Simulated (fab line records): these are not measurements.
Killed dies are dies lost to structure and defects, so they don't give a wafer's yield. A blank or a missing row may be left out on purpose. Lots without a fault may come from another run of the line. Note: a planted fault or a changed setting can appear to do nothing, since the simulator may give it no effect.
Matching of chambers + flow n5 finfet + N5_BEOL_M5_STRIP_36 on rie diel-06: 4 sister chambers
The step strips in N2/H2. 4 wafers are shown with their chamber, then 11 later ones without.

## WAFERS, EACH WITH ITS CHAMBER
| wafer  | chamber | showerhead plenum p Torr (Torr) |
|--------|---------|---------------------------------|
| L083.1 | 0       | 2.48                            |
| L083.4 | 1       | 2.68                            |
| L083.6 | 3       | 2.46                            |
| L085.2 | 2       | 2.51                            |

## WAFERS WITH NO CHAMBER GIVEN
| wafer  | showerhead plenum p Torr (Torr) |
|--------|---------------------------------|
| L085.4 | 2.46                            |
| L085.5 | 2.48                            |
| L087.1 | 2.68                            |
| L087.2 | 2.46                            |
| L087.3 | 2.51                            |
| L097.2 | 2.45                            |
| L097.3 | 2.47                            |
| L097.6 | 2.45                            |
| L094.1 | 2.45                            |
| L094.4 | 2.47                            |
| L094.6 | 2.45                            |

## WHICH CHAMBER EACH WENT THROUGH
| wafer  | from the rows above     | in truth |
|--------|-------------------------|----------|
| L085.4 | 3                       | 3        |
| L085.5 | 0                       | 0        |
| L087.1 | 1                       | 1        |
| L087.2 | 3                       | 3        |
| L087.3 | 2                       | 2        |
| L097.2 | 3                       | 3        |
| L097.3 | can't be placed: 0 or 3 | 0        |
| L097.6 | 3                       | 3        |
| L094.1 | 3                       | 3        |
| L094.4 | can't be placed: 0 or 3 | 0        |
| L094.6 | 3                       | 3        |
Correct placement for 9 of the 11. These rows do not allow placing 2 (true chamber among the candidates in 2). 0 placed wrongly.
How it was worked out, from the rows above alone: a wafer's distance from a chamber is the root of the sum, over the readings, of the square of ((its reading less the chamber's mean) divided by the reading's scatter). If the next closest chamber is less than 2 further off than the closest, the wafer can't be placed; otherwise it belongs to the closest. For every chamber, the mean is computed from those of its wafers that are shown. The scatter: with one shown wafer a chamber, the root of the mean of the squares of how far each hidden wafer lies from its nearest shown one.
